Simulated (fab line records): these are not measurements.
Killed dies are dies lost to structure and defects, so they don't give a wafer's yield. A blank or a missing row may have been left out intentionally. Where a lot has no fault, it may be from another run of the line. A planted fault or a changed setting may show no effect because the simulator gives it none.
fab line records	flow n5Finfet	part 2 of 2: steps 5 to 6 of 6
[record] lots = 24	wafers = 72	lastDay = 17
route steps=1938 shown FIN_SAQP@147 DUMMY_GATE@218 SPACER0@258 SD_EPI_N@270
lots untouched by any fault: they come from a run of this same line in which no faults occurred
startH: hours from the record's opening day to when the first of the lot's shown wafers began	waitH: hours elapsed since this lot's preceding step	" identical to the entry in the row above	L1.1+2: one row covering several wafers at once	- either no value or no given start	* or withheld: withheld	< > ~ a bound
route shown NAME@n: NAME is a module with steps in the file, n the number in the route of the first one	usual: average and standard deviation across the fault-free wafers	same: alike in all rows	chamber/n: place in a boat	sites: per-site readings	_std_site: the values' standard deviation	_edge_site: inner sites' mean taken away from outer sites' mean	radiusMm: how far each site lies from the wafer's centre	mask NAME#n: copy n	behind: the most recent tool/chamber to have shaped the wafer	hold: why the lot was held/for how many hours/how that ended	device: whichever transistor did not switch (one of n, p or np)	end of line: the same wafers' tests at the end of the route	a step given without rows: its recipe and nothing more	killed: count of dies lost to structure and defects at first sort (not the wafer's yield)	map: shows each die of a wafer: x if killed, . if not, _ if none is there
set.NAME: the setting that was run; set.NAME@STEP: the one run at that earlier step	model.NAME: the simulator's own value behind a step, which no gauge read
steps of the route over a sample of lots; a table a step, a row a wafer
services: from which hour (startH, from the record's first day; less than 0 if before it) a tool's chamber was out of use, for how many hours, and why
[[steps]]
[step N5_SD_EPI_N_CD_MEAS_09]
[recipe] targetCdNm = 120	landingEnergyEv = 500	detector = seInlens
[usual] cdNm = 120.2/0.79
lot.wafer	tool	chamber	startH	waitH	cdNm
L074.3	cdSem-02	0	48.42	-	119.3
L074.5	"	0	"	"	121.3
L074.6	"	0	"	"	119.7
L075.3	cdSem-02	0	53.29	-	120.3
L075.4	"	0	"	"	121.1
L075.6	"	0	"	"	119.9
L076.3	cdSem-03	0	69.94	-	119.5
L076.4	"	0	"	"	120.5
L076.6	"	0	"	"	119.8
L077.2	cdSem-01	0	73.96	-	119.2
L077.5	"	0	"	"	119.9
L077.6	"	0	"	"	119.1
L078.1	cdSem-03	0	78.11	-	120.0
L078.3	"	0	"	"	119.2
L078.6	"	0	"	"	120.9
L079.1	cdSem-03	0	82.02	-	120.7
L079.3	"	0	"	"	119.5
L079.5	"	0	"	"	120.3
L080.1	cdSem-02	0	84.89	-	121.5
L080.2	"	0	"	"	120.9
L080.4	"	0	"	"	121.6
L081.2	cdSem-03	0	94.39	-	119.6
L081.5	"	0	"	"	120.6
L081.6	"	0	"	"	121.0
L082.1	cdSem-03	0	96.81	-	119.4
L082.2	"	0	"	"	119.1
L082.3	"	0	"	"	119.8
L083.3	cdSem-01	0	103.03	-	120.0
L083.4	"	0	"	"	121.5
L083.5	"	0	"	"	121.3
L084.3	cdSem-02	0	111.24	-	119.9
L084.4	"	0	"	"	119.8
L084.6	"	0	"	"	120.2
L085.2	cdSem-02	0	123.85	-	120.4
L085.4	"	0	"	"	120.9
L085.5	"	0	"	"	120.8
L086.2	cdSem-01	0	124.31	-	120.4
L086.3	"	0	"	"	121.0
L086.5	"	0	"	"	119.9
L087.3	cdSem-03	0	129.43	-	120.8
L087.4	"	0	"	"	119.9
L087.5	"	0	"	"	119.3
L088.1	cdSem-03	0	136.17	-	121.9
L088.3	"	0	"	"	121.6
L088.5	"	0	"	"	120.9
L089.1	cdSem-03	0	138.37	-	117.7
L089.5	"	0	"	"	120.2
L089.6	"	0	"	"	119.6
L090.2	cdSem-01	0	146.80	-	120.9
L090.5	"	0	"	"	118.9
L090.6	"	0	"	"	119.6
L091.1	cdSem-01	0	153.36	-	121.1
L091.2	"	0	"	"	120.3
L091.6	"	0	"	"	120.2
L092.1	cdSem-03	0	162.27	-	119.8
L092.3	"	0	"	"	119.0
L092.4	"	0	"	"	119.8
L093.2	cdSem-03	0	166.37	-	120.1
L093.4	"	0	"	"	121.0
L093.5	"	0	"	"	120.0
L094.1	cdSem-02	0	169.73	-	121.7
L094.2	"	0	"	"	119.9
L094.3	"	0	"	"	119.6
L095.2	cdSem-03	0	174.33	-	120.6
L095.3	"	0	"	"	121.2
L095.5	"	0	"	"	120.1
L096.2	cdSem-01	0	184.22	-	120.3
L096.4	"	0	"	"	119.5
L096.5	"	0	"	"	119.8
L097.1	cdSem-02	0	186.61	-	119.8
L097.3	"	0	"	"	118.7
L097.5	"	0	"	"	120.5
[step N5_SD_EPI_N_ETCH_16]
[recipe] chemistry = CHF3/O2	target = SiO2	targetDepthA = 50	maskMaterial = SOC	pressureMtorr = 30	sourceW = 650	biasW = 170	Ar_flow_sccm = 200	CHF3_flow_sccm = 50	O2_flow_sccm = 5	ionEnergyEv = 200
[usual] drypumpMotorCurrentA = 5.7/0.46	oes_ar_750_au = 0.80/0.06	oes_o_777_au = 0.80/0.065	oesProductAu = 0.80/0.061	rfFwdPowerW = 643.0/2.7	rfVppV = 523/11	showerheadPlenumPTorr = 2.46/0.041	throttleValvePct = 18.91/0.24
lot.wafer	tool	chamber	startH	waitH	drypumpMotorCurrentA	oes_ar_750_au	oes_o_777_au	oesProductAu	rfFwdPowerW	rfHoursCounterH	rfVppV	showerheadPlenumPTorr	throttleValvePct
L074.3	rieDiel-06	3	49.12	0.1	5.7	0.88	0.89	0.88	641.0	43	532	2.47	19.01
L074.5	"	3	"	"	5.7	0.88	0.89	0.88	642.2	-	532	2.47	19.02
L074.6	"	2	"	"	5.5	0.83	0.82	0.82	643.5	-	509	2.44	18.74
L075.3	rieDiel-02	0	53.99	0.1	6.5	0.92	0.91	0.92	641.9	19	519	2.55	18.82
L075.4	"	1	"	"	6.3	0.73	0.73	0.73	647.6	186	519	2.40	18.74
L075.6	"	0	"	"	6.5	0.93	0.91	0.93	640.2	-	519	2.55	18.80
L076.3	rieDiel-06	1	70.82	0.1	5.7	0.73	0.74	0.72	643.3	166	518	2.49	18.93
L076.4	"	3	"	"	5.7	0.88	0.88	0.88	645.1	51	531	2.46	19.03
L076.6	"	3	"	"	5.7	0.88	0.89	0.88	647.2	-	530	2.46	19.05
L077.2	rieDiel-05	0	74.83	0.1	5.5	0.83	0.83	0.82	643.0	81	534	2.45	19.15
L077.5	"	3	"	"	5.5	0.87	0.91	0.87	646.3	-	516	2.53	18.55
L077.6	"	2	"	"	4.9	0.75	0.75	0.77	642.7	-	535	2.50	18.59
L078.1	rieDiel-05	1	79.04	0.1	6.2	0.88	0.89	0.89	643.5	46	537	2.46	18.99
L078.3	"	0	"	"	5.5	0.82	0.82	0.82	641.4	83	534	2.45	19.15
L078.6	"	1	"	"	6.2	0.89	0.89	0.88	641.7	-	537	2.46	19.00
L079.1	rieDiel-06	2	82.73	0.1	5.5	0.82	0.81	0.81	640.6	79	508	2.44	18.77
L079.3	"	1	"	"	5.7	0.73	0.73	0.73	637.4	171	519	2.49	18.91
L079.5	"	3	"	"	5.7	0.87	0.87	0.87	643.7	-	530	2.46	19.06
L080.1	rieDiel-05	1	85.59	0.1	6.2	0.88	0.89	0.88	641.9	48	535	2.46	19.00
L080.2	"	2	"	"	4.9	0.75	0.74	0.77	645.6	154	536	2.50	18.61
L080.4	"	0	"	"	5.5	0.81	0.82	0.83	640.5	85	532	2.45	19.17
L081.2	rieDiel-05	1	95.10	0.1	6.2	0.88	0.89	0.88	636.6	51	535	2.46	19.01
L081.5	"	3	"	"	5.5	0.86	0.89	0.86	648.5	-	518	2.53	18.59
L081.6	"	0	"	"	5.5	0.82	0.82	0.82	639.8	-	531	2.45	19.17
L082.1	rieDiel-05	2	97.81	0.1	4.9	0.74	0.74	0.75	643.1	157	535	2.50	18.59
L082.2	"	3	"	"	5.4	0.86	0.89	0.85	646.4	62	515	2.53	18.57
L082.3	"	0	"	"	5.5	0.81	0.81	0.82	638.2	89	531	2.45	19.18
L083.3	rieDiel-05	0	103.92	0.1	5.5	0.80	0.81	0.82	641.3	90	533	2.45	19.16
L083.4	"	1	"	"	6.2	0.87	0.88	0.88	644.4	54	537	2.46	19.00
L083.5	"	3	"	"	5.5	0.86	0.90	0.85	646.1	-	515	2.53	18.58
L084.3	rieDiel-05	1	111.94	0.1	6.2	0.86	0.88	0.87	642.6	58	536	2.46	19.01
L084.4	"	3	"	"	5.5	0.85	0.89	0.84	646.8	66	515	2.53	18.59
L084.6	"	3	"	"	5.5	0.86	0.88	0.85	646.1	-	516	2.53	18.60
L085.2	rieDiel-02	2	124.56	0.1	5.1	0.74	0.75	0.73	643.3	176	513	2.42	19.39
L085.4	"	1	"	"	6.3	0.72	0.70	0.71	640.5	211	518	2.39	18.74
L085.5	"	1	"	"	6.3	0.71	0.71	0.72	640.3	-	518	2.39	18.75
L086.2	rieDiel-06	1	125.04	0.1	5.7	0.71	0.72	0.72	642.2	186	518	2.48	18.97
L086.3	"	3	"	"	5.7	0.85	0.85	0.85	642.9	69	530	2.46	19.07
L086.5	"	2	"	"	5.5	0.80	0.79	0.80	645.4	-	509	2.43	18.79
L087.3	rieDiel-06	3	130.13	0.1	5.7	0.85	0.86	0.85	642.9	70	530	2.46	19.07
L087.4	"	0	"	"	6.4	0.73	0.73	0.71	642.0	181	508	2.40	19.22
L087.5	"	2	"	"	5.5	0.80	0.78	0.80	645.0	-	509	2.43	18.81
L088.1	rieDiel-05	1	136.88	0.1	6.2	0.86	0.86	0.85	643.6	66	535	2.45	19.02
L088.3	"	2	"	"	4.9	0.73	0.73	0.74	645.6	171	535	2.50	18.62
L088.5	"	1	"	"	6.2	0.86	0.86	0.85	640.6	-	537	2.45	19.01
L089.1	rieDiel-05	1	139.08	0.1	6.2	0.85	0.86	0.85	642.5	67	536	2.45	19.01
L089.5	"	1	"	"	6.2	0.86	0.85	0.86	644.6	-	535	2.45	19.03
L089.6	"	0	"	"	5.5	0.79	0.80	0.81	638.8	-	532	2.44	19.21
L090.2	rieDiel-06	0	147.93	0.1	6.4	0.73	0.72	0.71	643.8	188	507	2.39	19.22
L090.5	"	0	"	"	6.4	0.73	0.73	0.70	640.7	-	509	2.39	19.22
L090.6	"	1	"	"	5.7	0.71	0.72	0.71	638.8	-	520	2.48	18.98
L091.1	rieDiel-05	1	154.66	0.1	6.2	0.85	0.86	0.85	645.3	73	536	2.45	19.05
L091.2	"	3	"	"	5.5	0.84	0.87	0.83	645.8	80	514	2.52	18.60
L091.6	"	1	"	"	6.2	0.85	0.85	0.85	643.4	-	536	2.45	19.04
L092.1	rieDiel-05	1	163.30	0.1	6.2	0.85	0.85	0.85	645.7	76	535	2.45	19.05
L092.3	"	2	"	"	4.9	0.73	0.72	0.74	641.4	181	534	2.49	18.65
L092.4	"	0	"	"	5.5	0.80	0.79	0.81	639.1	111	532	2.44	19.22
L093.2	rieDiel-06	3	167.75	0.1	5.7	0.83	0.84	0.84	641.8	86	530	2.45	19.12
L093.4	"	2	"	"	5.5	0.79	0.78	0.77	645.8	112	506	2.43	18.83
L093.5	"	2	"	"	5.5	0.79	0.77	0.77	646.4	-	508	2.43	18.84
L094.1	rieDiel-06	2	171.16	0.1	5.5	0.79	0.77	0.77	643.1	114	509	2.43	18.85
L094.2	"	1	"	"	5.7	0.71	0.71	0.70	642.0	201	519	2.48	18.97
L094.3	"	0	"	"	6.4	0.72	0.72	0.69	645.1	198	507	2.39	19.24
L095.2	rieDiel-06	2	175.03	0.1	5.5	0.78	0.77	0.78	645.8	115	508	2.43	18.81
L095.3	"	3	"	"	5.7	0.83	0.83	0.82	643.9	90	531	2.45	19.09
L095.5	"	3	"	"	5.7	0.83	0.83	0.83	644.5	-	531	2.45	19.10
L096.2	rieDiel-02	2	184.98	0.1	5.1	0.73	0.73	0.71	642.7	190	511	2.41	19.40
L096.4	"	0	"	"	6.5	0.86	0.84	0.87	642.6	55	519	2.53	18.89
L096.5	"	1	"	"	6.2	0.71	0.70	0.70	641.9	-	517	2.39	18.78
L097.1	rieDiel-05	3	187.31	0.1	5.5	0.82	0.85	0.81	649.9	94	516	2.52	18.64
L097.3	"	1	"	"	6.2	0.83	0.84	0.83	639.9	88	535	2.44	19.06
L097.5	"	2	"	"	4.9	0.72	0.72	0.73	645.0	-	535	2.49	18.64
[[services]]
tool	chamber	startH	hours	kind
cmp-01	-	6.67	7.2	repair
rieDiel-05	0	8.74	9.8	repair
rieDiel-06	-	9.25	0.5	repair
rieDiel-03	3	30.37	10.2	repair
rieSi-01	0	38.30	12.5	repair
aldSin-01	-	39.89	1.0	repair
cmp-01	-	42.02	0.6	repair
rieSi-04	-	43.21	0.7	repair
rieDiel-03	1	64.09	32.7	repair
rieSi-01	2	72.24	3.2	repair
aldSin-04	-	85.96	14.0	pm
rieSi-04	-	90.30	0.1	repair
rieDiel-06	3	91.74	2.4	repair
rieDiel-04	3	109.90	12.2	repair
aldSin-01	0	116.49	4.4	repair
cmp-01	-	121.33	4.0	pm
rieDiel-04	3	126.58	27.6	repair
aldSin-01	-	134.08	0.8	pm
rieDiel-04	-	138.91	0.5	repair
rieSi-04	2	144.64	1.1	repair
rieSi-01	-	153.26	2.8	pm
rieDiel-06	1	161.09	4.9	repair
rieDiel-05	2	164.28	5.6	repair
cmp-01	-	182.65	5.5	pm
